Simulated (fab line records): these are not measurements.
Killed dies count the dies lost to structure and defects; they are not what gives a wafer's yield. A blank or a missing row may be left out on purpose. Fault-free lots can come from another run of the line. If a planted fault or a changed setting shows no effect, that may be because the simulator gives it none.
fab line records ; flow n5-finfet
record: lots: 4; wafers: 12; last-day: 16
route steps=1938 shown HKMG_FIN@455 GATE_CUT@465 PASSIVATION@1936
lots that met no fault: from a run of the same line without faults
start-h: hours from the record's opening day to when the first of the lot's shown wafers began ; wait-h: time in hours since the lot's previous step ; " unchanged from the row above ; L1.1+2: a single row standing in for several wafers ; - no value present, or no start provided ; * or withheld: withheld ; < > ~ a bound
route shown NAME@n: NAME is a module with steps in the file, n the number in the route of the first one ; usual: mean/standard deviation taken from wafers without a fault ; same: alike in all rows ; chamber/n: place in a boat ; sites: the reading at each site ; _std_site: standard deviation of those values ; _edge_site: inner sites' mean taken away from outer sites' mean ; radius-mm: how far each site lies from the wafer's centre ; mask NAME#n: copy n ; behind: the last tool/chamber to shape the wafer ; hold: cause of the lot's hold/its duration in hours/its outcome ; device: names the non-switching transistor (n, p or np) ; end of line: the route-end tests of the same wafers ; step lacking rows: just its recipe ; killed: at the first sort, the dies lost to defects and structure; wafer yield is something else ; map: the dies of a wafer, with x for killed, . for not killed, _ for no die there
set.NAME: the setting that was run; set.NAME@STEP: the one run at that earlier step ; model.NAME: the simulator's own value behind a step, which no gauge read
certain route steps with their lots: each step a table, each wafer a row
== steps ==
step: N5_HKMG_FIN_STRIP_69
recipe: chemistry: N2/H2; power-w: 2500; temp-c: 300; h2-frac: 0.65; time-s: 360; pressure-mtorr: withheld; n2-flow-sccm: 1750; h2-flow-sccm: 3250
step: N5_HKMG_FIN_ALD_21
recipe: material: TiN; target-thk-a: 15; temp-c: 400; ald-precursor-family: TiCl4; ald-co-reactant: NH3; pulse-time-s: 1; purge-time-s: 3; co-reactant-purge-time-s: 2; co-reactant-pulse-time-s: 2; ald-cycles: 68; pressure-torr: 3
step: N5_HKMG_FIN_ALD_72
recipe: material: W; target-thk-a: 20; temp-c: 300; pressure-torr: 7.5; ald-precursor-family: WF6; ald-co-reactant: B2H6; pulse-time-s: 1; purge-time-s: 2; co-reactant-purge-time-s: 2; co-reactant-pulse-time-s: 3; ald-cycles: 7
step: N5_HKMG_FIN_W_FILL_22
recipe: material: W; target-thk-a: 600; temp-c: 400; pressure-torr: 39.4; time-s: 18.2
step: N5_HKMG_FIN_PRECLEAN_83
recipe: chemistry: DIW; time-s: 57.5; temp-c: 23
step: N5_HKMG_FIN_SRD_84
recipe: dry-time-s: 32; dry: n2-spin; spin-rpm: 1500
step: N5_HKMG_FIN_CMP_23
recipe: stop-on: SiNx; t-overpolish-s: 10; post-cmp-clean: rinse-only; down-force-psi: 4; platen-rpm: 50.289; pad-velocity-m-s: 1.0006; target-thk-nm: 46.326
step: N5_HKMG_FIN_CMP_94
recipe: stop-on: SiNx; post-cmp-clean: w-dilute-nh4oh; t-overpolish-s: 4.7; down-force-psi: 4; platen-rpm: 50.289; pad-velocity-m-s: 1.0006; target-thk-nm: 43.299
step: N5_GATE_CUT_ETCHBACK_00
recipe: chemistry: SF6/Cl2; target: W; pressure-mtorr: 8; icp-w: 900; bias-w: 80; SF6_flow_sccm: 40; Cl2_flow_sccm: 60
step: N5_GATE_CUT_ETCH_56
recipe: chemistry: Cl2/Ar; target: TiN; target-depth-a: 216; pressure-mtorr: 10; icp-w: 600; bias-w: 60; Cl2_flow_sccm: 40; Ar_flow_sccm: 60
step: N5_GATE_CUT_ETCHBACK_30
recipe: chemistry: Cl2/Ar; target: TiN; target-depth-a: 30; mode: isotropic; pressure-mtorr: 10; icp-w: 600; bias-w: 60; Cl2_flow_sccm: 40; Ar_flow_sccm: 60
usual: drypump-motor-current-A: 5.9/0.43; oes-product-au: 0.74/0.11; throttle-valve-pct: 20.89/0.19
lot.wafer;tool;chamber;start-h;wait-h;drypump-motor-current-A;oes-product-au;rf-hours-counter-h;throttle-valve-pct
L381.1;rie-metal-02;1;113.85;0.1;6.4;0.64;101;20.67
L381.2;rie-metal-02;0;113.85;0.1;6.3;0.97;1;20.85
L381.5;rie-metal-02;0;113.85;0.1;6.4;0.96;-;20.85
L383.2;rie-metal-02;1;125.39;0.1;6.4;0.64;102;20.68
L383.3;rie-metal-02;0;125.39;0.1;6.4;0.95;-;20.85
L383.4;rie-metal-02;1;125.39;0.1;6.4;0.64;-;20.69
L394.1;rie-metal-02;0;190.69;0.1;6.3;0.88;9;20.86
L394.5;rie-metal-02;1;190.69;0.1;6.4;0.62;-;20.70
L394.6;rie-metal-02;0;190.69;0.1;6.3;0.88;-;20.89
L395.2;rie-metal-02;0;199.30;0.1;6.3;0.88;10;20.87
L395.4;rie-metal-02;1;199.30;0.1;6.4;0.63;-;20.70
L395.5;rie-metal-02;0;199.30;0.1;6.3;0.88;-;20.88
step: N5_GATE_CUT_VAPOR_ETCH_60
recipe: chemistry: BCl3/Cl2; target: HfO2; mode: isotropic
step: N5_GATE_CUT_ETCH_58
recipe: chemistry: CH3F/O2; target: SiNx; target-depth-a: 170; time-s: 128.6; ion-energy-ev: 50; pressure-mtorr: 30; source-w: 415; bias-w: 21; Ar_flow_sccm: 150; CH3F_flow_sccm: 30; O2_flow_sccm: 20
step: N5_GATE_CUT_STRIP_59
recipe: chemistry: N2/H2; time-s: 20; power-w: 100; temp-c: 40; pressure-mtorr: 100; rf-frequency-hz: 6e+07; bias-power-w: 3; n2-flow-sccm: 300; h2-flow-sccm: 300
step: N5_GATE_CUT_PRECLEAN_31
recipe: temp-c: 23; chemistry: DIW; time-s: 300
step: N5_GATE_CUT_SRD_32
recipe: time-s: 30; temp-c: 23; rinse-liquid: diw; dry: ipa-marangoni
step: N5_GATE_CUT_SAC_CAP_01
recipe: material: SiNx; target-thk-a: 240; temp-c: 400; ald-precursor-family: SiH2I2; ald-co-reactant: N2/H2-plasma; pulse-time-s: 1; ald-cycles: 480; purge-time-s: 2; co-reactant-purge-time-s: 2; pressure-torr: 2
step: N5_GATE_CUT_PECVD_57
recipe: material: SiNx; target-thk-a: 210; temp-c: 400; precursor: SiH4/NH3/N2; pressure-torr: 1.5; rf-w: 300
step: N5_GATE_CUT_CMP_02
recipe: stop-on: SiO2; t-overpolish-s: 12.7; post-cmp-clean: alkaline-brush; down-force-psi: 2.5; platen-rpm: 51.8; pad-velocity-m-s: 1.0307; target-thk-nm: 0
step: N5_GATE_CUT_HM_DEP_46
recipe: material: SiO2; target-thk-a: 1300; temp-c: 400; precursor: TEOS/O2; pressure-torr: 6.5; rf-w: 900; teos-flow-sccm: 161.4; gas: O2; flow-sccm: 2650; time-s: 26.6
step: N5_GATE_CUT_COAT_34
recipe: resist: SOC; temp-c: 250; time-s: 60; spin-rpm: 1500; resist-thk-nm: 60
step: N5_GATE_CUT_COAT_35
recipe: resist: SiARC; temp-c: 220; time-s: 60; spin-rpm: 1500; resist-thk-nm: 10
step: N5_GATE_CUT_COAT_27
recipe: resist: underlayer; temp-c: 205; time-s: 60; spin-rpm: 1500; resist-thk-nm: 10
step: N5_GATE_CUT_COAT_07
recipe: resist: CAR-EUV; spin-rpm: 1500; resist-thk-nm: 30
step: N5_GATE_CUT_EBR_09
recipe: solvent: PGMEA; ebr-width-mm: 1.5
step: N5_GATE_CUT_SOFTBAKE_08
recipe: temp-c: 110; time-s: 60; resist: CAR-EUV
step: N5_GATE_CUT_EXPOSE_10
recipe: mask-id: GATE_CUT; na: 0.33; source-shape: annular; sigma-inner: 0.35; sigma-outer: 0.8; polarization: unpolarized; target-cd-nm: 20; dose-mj: 43.25
step: N5_GATE_CUT_PEB_11
recipe: peb-temp-c: 100; peb-time-s: 60; resist: CAR-EUV
step: N5_GATE_CUT_DEVELOP_12
recipe: develop-time-s: 30; developer: TMAH; resist: CAR-EUV; rinse-liquid: surfactant-rinse; dry: air-spin; dev-temp-c: 23
step: N5_GATE_CUT_DESCUM_18
recipe: chemistry: O2; time-s: 7; source-power-w: 50; bias-power-w: 20; pressure-mtorr: 20; rf-frequency-hz: 2.712e+07; temp-c: 40; resist: CAR-EUV; o2-flow-sccm: 225
step: N5_GATE_CUT_ETCH_28
recipe: chemistry: N2/H2; target: underlayer; target-depth-a: 130; mask-material: CAR-EUV; time-s: 10.4; ion-energy-ev: 200; pressure-mtorr: 30; source-w: 840; bias-w: 150; n2-flow-sccm: 200; h2-flow-sccm: 200; ends: cleared
step: N5_GATE_CUT_ETCH_36
recipe: chemistry: CF4; target: SiARC; target-depth-a: 130; mask-material: CAR-EUV; time-s: 21.7; ion-energy-ev: 80; pressure-mtorr: 40; source-w: 545; bias-w: 36; Ar_flow_sccm: 100; cf4-flow-sccm: 100; ends: cleared
step: N5_GATE_CUT_ETCH_37
recipe: chemistry: N2/H2; target: SOC; target-depth-a: 600; overetch-a: 120; mask-material: SiARC; temp-c: 40; time-s: 90; ion-energy-ev: 200; pressure-mtorr: 30; source-w: 840; bias-w: 150; n2-flow-sccm: 200; h2-flow-sccm: 200
step: N5_GATE_CUT_STRIP_38
recipe: chemistry: N2/H2; temp-c: 40; n2-flow-sccm: 200; h2-flow-sccm: 200; rf-frequency-hz: 6e+07
step: N5_GATE_CUT_STRIP_39
recipe: chemistry: N2/H2; temp-c: 40; n2-flow-sccm: 200; h2-flow-sccm: 200; rf-frequency-hz: 6e+07
step: N5_GATE_CUT_HM_OPEN_40
recipe: chemistry: C4F6/O2; target: SiO2; mask-material: SiARC; target-depth-a: 1390; time-s: 85.1; ion-energy-ev: 250; pressure-mtorr: 30; source-w: 345; bias-w: 185; Ar_flow_sccm: 300; C4F6_flow_sccm: 10; O2_flow_sccm: 10; ends: cleared
step: N5_PASSIVATION_PROBE_49
usual: killed_at_M0_to_M3: 37/12; killed_at_M4_up: 14/5.3; killed-at-contacts: 12/6.2; killed-at-front-end: 41/11; killed-at-other: 3.7/2.9; killed-dies: 107/17; killed-open: 71/12; killed-short: 34/7.9
same: gross-dies: 1180; killed-at-back-side: 0
lot.wafer;tool;chamber;start-h;wait-h;killed_at_M0_to_M3;killed_at_M4_up;killed-at-contacts;killed-at-front-end;killed-at-other;killed-dies;killed-open;killed-short
L394.5;prober-01;-;389.59;0.2;27;9;19;177;7;239;72;32
L395.4;prober-02;-;395.36;0.2;36;21;13;166;4;240;71;30
killed by level:class
L394.5 GATE_CUT:unspecified=134 MOL_CONTACT_COAG:geometric-particle:open=17 FIN_SAQP:geometric-particle:open=12 BEOL_M0_SAQP:geometric-particle:open=11 DUMMY_GATE:geometric-particle:open=9 FIN_SAQP:geometric-particle:short=8 BEOL_M1:geometric-particle:open=7 BEOL_M0_SAQP:geometric-particle:short=6
L395.4 GATE_CUT:unspecified=137 BEOL_M0_SAQP:geometric-particle:open=15 MOL_CONTACT_COAG:geometric-particle:open=12 BEOL_M4:geometric-particle:open=9 BEOL_M0_SAQP:geometric-particle:short=8 BEOL_M8:geometric-particle:open=6 FIN_SAQP:geometric-particle:short=5 STARTING-WAFER:geometric-particle:open=5
map L394.5 (x killed, . not)
_________________.........xx.________________
______________....x......x.x...._____________
___________...x.....x.....x......x.__________
__________...x..x..................._________
________........x......x.........x..x._______
_______.......x...x...............x..x.______
______x..................x.......x......_____
_____...........x.....x........x.........____
____.............x.............x..........___
___.....xx.x...................x....x.x....__
___..........x..........x..................__
__..........x............x.....x............_
__...x...............x...x.x.........x.....x_
_..x........xx.........x.....................
_x...........xx.........x......x..x.xx.......
_....x..xxxxxxxxxx.xx....x.........x..x......
_....x...xxxxxxxx.........x.x................
_...x.x..xxxxxxxxxx.......x.......x..........
_..x.x.xxxxxxxxxxxxx..................x..x.x.
_....x.xxxxxxxxxxxxxx................x......x
_...x.xxxxxxxxxxxxxxx........................
__....xxxxxxxxxxxxx.x..x.....x.x............_
__......xxxxxxxxxxx........................._
___..xx.xxxxxxxxxx.x..x....................__
___...x.xxxxxxxxxx..........x.....x...x..x.__
____..x.x.xxxx..xxx.x.....................___
_____.......x....x.......................____
______......xx..x.............x........x_____
_______x.....................xx......x.______
________.......xx....x..x...x........._______
__________...x.....x................_________
___________x...........x........x..__________
______________........x........._____________
_________________....xx......________________
map L395.4 (x killed, . not)
_________________............________________
______________..........x......._____________
___________.x....x.................__________
__________...............x.....x...._________
________...........x.......xx........._______
_______.......................x........______
______...............x....x..x...x......_____
_____.........x.........................x____
____.........x............................___
___......x............x....................__
___................x.x......x.........x....__
__.......x...................xx............._
__........................x......x.........._
_...........x...xx.....xxx..........x........
_...x......xx.x...............xx.....x.......
_........xx.xxxx.....x....x...........x......
_.x....xxxxx.xxx.x...x....x..................
_.....x.xxxxxxxxxxxxx.x.x....x...............
_.....x.xxxxxxxxxxx...x....xx................
_.......xxxxxxxxxxxx.........x..xx......x..xx
_.x.x..xxxxxxxxxxxxxx.x..x...................
__.x.xxxxxxxxxxxxxxxxx...x.............x...._
__....xxxxxxxxxxxxxxx...xx.x.......x........_
___..x..xxxxxxxxxxx.x........x.............__
___.....xxxxxxxx..x............x...........__
____x....xxxxxxxx.x.......x..x...x........___
_____x..x...xx.xxxxx.......x........x..x.____
______......x..........................._____
_______xxx......x.....x..x....x.......x______
________...........x.......x.........x_______
__________.............x.......x...._________
___________.....x.xx...x...........__________
______________..x.......x......._____________
_________________.........xx.________________
== key ==
first-sign: step: N5_PASSIVATION_PROBE_49; reading: killed-at-front-end; direction: up; sigmas: 12; usual: 41; struck: 172
effect: step: N5_PASSIVATION_PROBE_49; reading: killed-dies; direction: up; sigmas: 7.7; usual: 107; struck: 240
more-kills-born-at: N5_GATE_CUT_ETCHBACK_30@rie-metal-02: 271
met-at N5_GATE_CUT_ETCHBACK_30
struck-wafers L394.5,L395.4
tester-left-out L394,L395
onset-between 125.39 190.69
fault: kind: chamber-particle-source; tool: rie-metal-02; chamber: 1; onset-h: 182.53; steps: N5_GATE_CUT_ETCHBACK_30; rate-per-visit-cm2: 1.1799; end-h: 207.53
tester-left-out: of these lots the tester's yield and bins aren't shown, on N5 and GAA mostly nor the transistor test; their killed dies are dies lost to structure and defects alone, not to doping, threshold or leakage, so they don't give the yield
